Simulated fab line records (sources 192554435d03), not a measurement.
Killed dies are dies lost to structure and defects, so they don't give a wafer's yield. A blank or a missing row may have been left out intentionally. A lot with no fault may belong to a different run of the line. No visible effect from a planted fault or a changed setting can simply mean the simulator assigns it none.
fab line records	flow n5Finfet
record: lots: 6	wafers: 18	lastDay: 15
route steps=1938 shown BEOL_M2@914 BEOL_M4@1111
lots with no fault: from the same line, run without faults
startH: start of the lot's first displayed wafer, in hours after the record's first day	waitH: hours from the lot's prior step to this one	" identical to the entry in the row above	L1.1+2: a row that stands for several wafers	- no value present, or no start provided	* or withheld: withheld	< > ~ a bound
route shown NAME@n: a module of which the file shows steps, and the number in the route of the first	usual: mean and standard deviation over wafers with no fault	same: alike in all rows	chamber/n: place in a boat	sites: per-site readings	_std_site: how widely they spread, as a standard deviation	_edge_site: the outer-site mean with the inner-site mean subtracted	radiusMm: for every site, how far away it sits from the centre of the wafer	mask NAME#n: copy n	behind: tool/chamber where the wafer was last shaped	hold: the reason the lot was held/the length of the hold in hours/how it ended	device: which transistor (n, p or np) failed to switch	end of line: the tests these same wafers got at the end of their route	a step without rows: its recipe alone	killed: not the wafer's yield, but the dies lost to structure and defects at the first sort	map: per-die view of a wafer (x killed, . not killed, _ where there is no die)
set.NAME: the setting that was run; set.NAME@STEP: the one run at that earlier step	model.NAME: the simulator's own value behind a step, which no gauge read
lots seen at some steps along the route; tables by step, rows by wafer
services: when a tool's chamber went out of use (startH, in hours from the record's first day, below 0 if earlier), for how many hours, and the reason
== steps ==
step: N5_BEOL_M2_SPUTTER_90
recipe: material: Cu	targetThkA: 45	tempC: -20	chamberPressurePa: 0.07	powerW: withheld	timeS: 8.29
usual: throttleValvePct: 29.8/1.3
lot.wafer	tool	chamber	startH	waitH	throttleValvePct
L777.1	pvdSputter-03	-	153.51	0.1	29.2
L777.4	"	-	"	"	31.2
L777.6	"	-	"	"	29.3
L779.1	pvdSputter-02	-	159.33	0.1	31.2
L779.3	"	-	"	"	29.3
L779.6	"	-	"	"	30.7
L780.1	pvdSputter-01	-	166.09	0.1	29.6
L780.2	"	-	"	"	26.9
L780.6	"	-	"	"	26.7
L782.3	pvdSputter-03	-	180.57	0.1	30.6
L782.4	"	-	"	"	31.2
L782.6	"	-	"	"	31.2
L789.1	pvdSputter-02	-	219.65	0.1	29.3
L789.2	"	-	"	"	29.6
L789.5	"	-	"	"	30.8
L793.2	pvdSputter-02	-	238.62	0.1	30.8
L793.4	"	-	"	"	30.7
L793.5	"	-	"	"	30.9
step: N5_BEOL_M2_ANNEAL_91
recipe: tempC: 400	timeS: 240	ambient: vacuum
usual: heaterPowerW: 803/95
lot.wafer	tool	chamber	startH	waitH	heaterPowerW
L777.1	pvdSputter-03	-	153.59	0.0	851
L777.4	"	-	"	"	862
L777.6	"	-	"	"	861
L779.1	pvdSputter-02	-	159.41	0.0	791
L779.3	"	-	"	"	783
L779.6	"	-	"	"	602
L780.1	pvdSputter-01	-	166.17	0.0	990
L780.2	"	-	"	"	784
L780.6	"	-	"	"	747
L782.3	pvdSputter-03	-	180.65	0.0	715
L782.4	"	-	"	"	833
L782.6	"	-	"	"	880
L789.1	pvdSputter-02	-	219.73	0.0	820
L789.2	"	-	"	"	805
L789.5	"	-	"	"	764
L793.2	pvdSputter-02	-	238.70	0.0	771
L793.4	"	-	"	"	602
L793.5	"	-	"	"	758
step: N5_BEOL_M2_SPUTTER_92
recipe: material: Cu	targetThkA: 45	tempC: -20	chamberPressurePa: 0.07	powerW: withheld	timeS: 8.29
step: N5_BEOL_M2_ANNEAL_93
recipe: tempC: 400	timeS: 240	ambient: vacuum
usual: heaterPowerW: 803/95
lot.wafer	tool	chamber	startH	waitH	heaterPowerW
L777.1	pvdSputter-03	-	153.81	0.0	848
L777.4	"	-	"	"	848
L777.6	"	-	"	"	852
L779.1	pvdSputter-02	-	159.63	0.0	774
L779.3	"	-	"	"	795
L779.6	"	-	"	"	612
L780.1	pvdSputter-01	-	166.39	0.0	1003
L780.2	"	-	"	"	771
L780.6	"	-	"	"	788
L782.3	pvdSputter-03	-	180.87	0.0	720
L782.4	"	-	"	"	853
L782.6	"	-	"	"	835
L789.1	pvdSputter-02	-	219.95	0.0	815
L789.2	"	-	"	"	829
L789.5	"	-	"	"	788
L793.2	pvdSputter-02	-	238.92	0.0	791
L793.4	"	-	"	"	602
L793.5	"	-	"	"	792
step: N5_BEOL_M2_SPUTTER_94
recipe: material: Cu	targetThkA: 45	tempC: -20	chamberPressurePa: 0.07	powerW: withheld	timeS: 8.29
step: N5_BEOL_M2_ANNEAL_95
recipe: tempC: 400	timeS: 240	ambient: vacuum
usual: heaterPowerW: 804/96
lot.wafer	tool	chamber	startH	waitH	heaterPowerW
L777.1	pvdSputter-03	-	154.03	0.0	830
L777.4	"	-	"	"	860
L777.6	"	-	"	"	825
L779.1	pvdSputter-02	-	159.85	0.0	782
L779.3	"	-	"	"	792
L779.6	"	-	"	"	606
L780.1	pvdSputter-01	-	166.61	0.0	991
L780.2	"	-	"	"	774
L780.6	"	-	"	"	784
L782.3	pvdSputter-03	-	181.09	0.0	728
L782.4	"	-	"	"	863
L782.6	"	-	"	"	847
L789.1	pvdSputter-02	-	220.17	0.0	808
L789.2	"	-	"	"	815
L789.5	"	-	"	"	799
L793.2	pvdSputter-02	-	239.14	0.0	782
L793.4	"	-	"	"	598
L793.5	"	-	"	"	765
step: N5_BEOL_M2_SPUTTER_96
recipe: material: Cu	targetThkA: 45	tempC: -20	chamberPressurePa: 0.07	powerW: withheld	timeS: 8.29
step: N5_BEOL_M2_ECD_50
recipe: material: Cu	targetThkA: 3000
step: N5_BEOL_M2_ANNEAL_51
recipe: tempC: 225	timeS: 90	ambient: N2
step: N5_BEOL_M2_CMP_52
recipe: stopOn: SiOC	tOverpolishS: 6.8	downForcePsi: 1	platenRpm: 50	clearingPlatenDownForcePsi: 1.5	clearingPlatenRpm: 50	postCmpClean: cuAlkaline	targetThkNm: 40	clearingPlatenPadVelocityMS: 0.99484	padVelocityMS: 0.99484
step: N5_BEOL_M2_THK_MEAS_53
recipe: thkMeasGauge: xrf	reads: Cu_of_BEOL_M2_ECD_50
usual: M2_THK: 39.8/1.1
lot.wafer	tool	chamber	startH	waitH	M2_THK[nm]
L777.1	filmMetro-01	-	154.96	-	38.5
L777.4	"	-	"	"	39.0
L777.6	"	-	"	"	38.8
L779.1	filmMetro-02	-	161.19	-	39.7
L779.3	"	-	"	"	40.4
L779.6	"	-	"	"	38.3
L780.1	filmMetro-02	-	167.54	-	40.2
L780.2	"	-	"	"	41.3
L780.6	"	-	"	"	39.6
L782.3	filmMetro-02	-	182.29	-	39.7
L782.4	"	-	"	"	38.4
L782.6	"	-	"	"	40.2
L789.1	filmMetro-01	-	221.10	-	39.0
L789.2	"	-	"	"	40.4
L789.5	"	-	"	"	39.3
L793.2	filmMetro-02	-	240.48	-	36.5
L793.4	"	-	"	"	37.7
L793.5	"	-	"	"	39.4
step: N5_BEOL_M2_PRE_CLEAN_60
recipe: gas: NH3/H2	timeS: 15	tempC: *	rfPowerW: 300
usual: heaterPowerW: 100/31
lot.wafer	tool	chamber	startH	waitH	heaterPowerW	sinceWetCleanH
L777.1	cvdCo-01	1	155.00	0.0	96	18
L777.4	"	1	"	"	95	-
L777.6	"	2	"	"	58	-
L779.1	cvdCo-01	2	161.22	0.0	57	462
L779.3	"	1	"	"	95	25
L779.6	"	1	"	"	93	-
L780.1	cvdCo-01	1	167.57	0.0	97	31
L780.2	"	2	"	"	59	468
L780.6	"	2	"	"	56	-
L782.3	cvdCo-02	0	182.33	0.0	101	724
L782.4	"	2	"	"	74	-
L782.6	"	0	"	"	98	-
L789.1	cvdCo-02	1	221.14	0.0	154	1200
L789.2	"	0	"	"	97	762
L789.5	"	0	"	"	100	-
L793.2	cvdCo-02	2	240.52	0.0	79	323
L793.4	"	1	"	"	152	-
L793.5	"	2	"	"	74	-
step: N5_BEOL_M2_CO_CAP_55
recipe: material: Co	targetThkA: 20	tempC: 200	precursor: CCTBA/H2	pressureTorr: 30	timeS: 102.1
usual: heaterPowerW: 255/38	runLengthS: 125.0/0.42
lot.wafer	tool	chamber	startH	waitH	heaterPowerW	runLengthS	sinceWetCleanH	model.Co_of_BEOL_M2_CO_CAP_55.thkNm
L777.1	cvdCo-01	1	155.04	0.0	250	124.2	18	2
L777.4	"	1	"	"	246	124.8	-	2
L777.6	"	2	"	"	202	124.9	-	2
L779.1	cvdCo-01	2	161.26	0.0	202	154.5	462	2.4
L779.3	"	1	"	"	245	124.7	25	2
L779.6	"	1	"	"	250	124.1	-	2
L780.1	cvdCo-01	1	167.61	0.0	249	153.7	31	2.6
L780.2	"	2	"	"	204	125.4	468	2
L780.6	"	2	"	"	202	124.7	-	2
L782.3	cvdCo-02	0	182.37	0.0	245	125.2	724	2
L782.4	"	2	"	"	220	124.9	-	1.8
L782.6	"	0	"	"	254	125.6	-	1.8
L789.1	cvdCo-02	1	221.18	0.0	324	125.2	1200	2
L789.2	"	0	"	"	242	125.7	763	1.8
L789.5	"	0	"	"	251	125.1	-	2
L793.2	cvdCo-02	2	240.56	0.0	219	124.8	323	2
L793.4	"	1	"	"	320	125.0	-	2
L793.5	"	2	"	"	228	124.5	-	2
step: N5_BEOL_M2_PRE_CLEAN_56
recipe: gas: NH3	timeS: 15	tempC: withheld	rfPowerW: 300
step: N5_BEOL_M4_RC_MEAS_101
usual: DIBL_N: 36.3/1.2	DIBL_P: 36.1/1.6	IOFF_N: 0.161/0.023	IOFF_P: 0.209/0.027	ION_N: 676/8.9	ION_P: 462/5.3	SS_N: 71.5/0.51	SS_P: 73.2/0.5	VT_N: 249.1/2.5	VT_P: -249.9/2.8
lot.wafer	tool	chamber	startH	waitH	DIBL_N[mV/V]	DIBL_P[mV/V]	IOFF_N[nA/um]	IOFF_P[nA/um]	ION_N[uA/um]	ION_P[uA/um]	SS_N[mV/dec]	SS_P[mV/dec]	VT_N[mV]	VT_P[mV]
L777.1	prober-01	0	176.14	0.0	36.3	36.0	0.161	0.207	675	462	70.5	73.5	248.5	-251.2
L777.4	"	0	"	"	37.6	38.1	0.182	0.240	684	469	71.1	73.9	246.4	-248.3
L777.6	"	0	"	"	38.5	38.9	0.208	0.257	691	472	72.2	73.5	244.1	-243.6
L779.1	prober-02	0	182.03	0.0	35.4	34.6	0.138	0.187	670	460	71.3	72.8	252.4	-251.8
L779.3	"	0	"	"	34.7	33.9	0.127	0.180	667	457	71.2	72.4	254.7	-250.7
L779.6	"	0	"	"	35.0	34.1	0.129	0.174	673	462	70.6	72.8	253.5	-251.3
L780.1	prober-02	0	185.10	0.0	36.4	35.7	0.148	0.185	678	458	70.9	73.4	247.4	-254.7
L780.2	"	0	"	"	34.8	33.5	0.115	0.155	662	454	70.6	72.1	253.5	-255.5
L780.6	"	0	"	"	35.2	34.1	0.125	0.163	663	454	70.7	72.9	253.1	-254.3
L782.3	prober-02	0	204.96	0.3	36.2	36.6	0.165	0.220	679	465	71.8	72.8	248.8	-249.8
L782.4	"	0	"	"	34.9	35.5	0.151	0.207	682	464	71.8	73.6	249.9	-249.1
L782.6	"	0	"	"	36.3	36.9	0.170	0.227	682	470	71.9	72.8	249.5	-247.8
L789.1	prober-02	0	241.40	0.0	36.4	35.1	0.152	0.194	655	455	72.1	72.9	251.2	-248.7
L789.2	"	0	"	"	35.6	34.5	0.137	0.185	660	454	71.6	72.6	250.5	-252.4
L789.5	"	0	"	"	37.2	36.1	0.157	0.204	668	459	72.2	73.9	253.0	-250.1
L793.2	prober-02	0	268.85	0.2	37.9	39.8	0.212	0.239	690	469	72.2	73.5	244.8	-250.4
L793.4	"	0	"	"	36.1	37.9	0.167	0.207	691	469	71.4	73.0	246.9	-252.0
L793.5	"	0	"	"	37.4	40.0	0.206	0.255	696	475	72.4	74.2	245.6	-247.9
== services ==
tool	chamber	startH	hours	kind
cvdCo-01	2	178.45	2.3	repair
cvdCo-02	0	183.03	9.2	repair
cvdCo-02	-	192.72	6.9	pm
cvdCo-01	-	234.99	6.0	pm
== key ==
firstSign: step: N5_BEOL_M2_CO_CAP_55	reading: runLengthS	direction: up	sigmas: 70	usual: *	struck: *
effect none on later readings
modelEffect: step: N5_BEOL_M2_CO_CAP_55	value: Co_of_BEOL_M2_CO_CAP_55.thkNm	without: 2.1	struck: 2.5
metAt N5_BEOL_M2_CO_CAP_55
struckWafers L779.1,L780.1
onsetBetween 155.04 161.26
fault: kind: processParameterDrift	tool: cvdCo-01	chamber: -	onsetH: 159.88	steps: N5_BEOL_M2_CO_CAP_55	channel: timeS	offset: *	shape: step	endH: 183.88	scope: struckWafersOnly	actsIn: *	stated: *
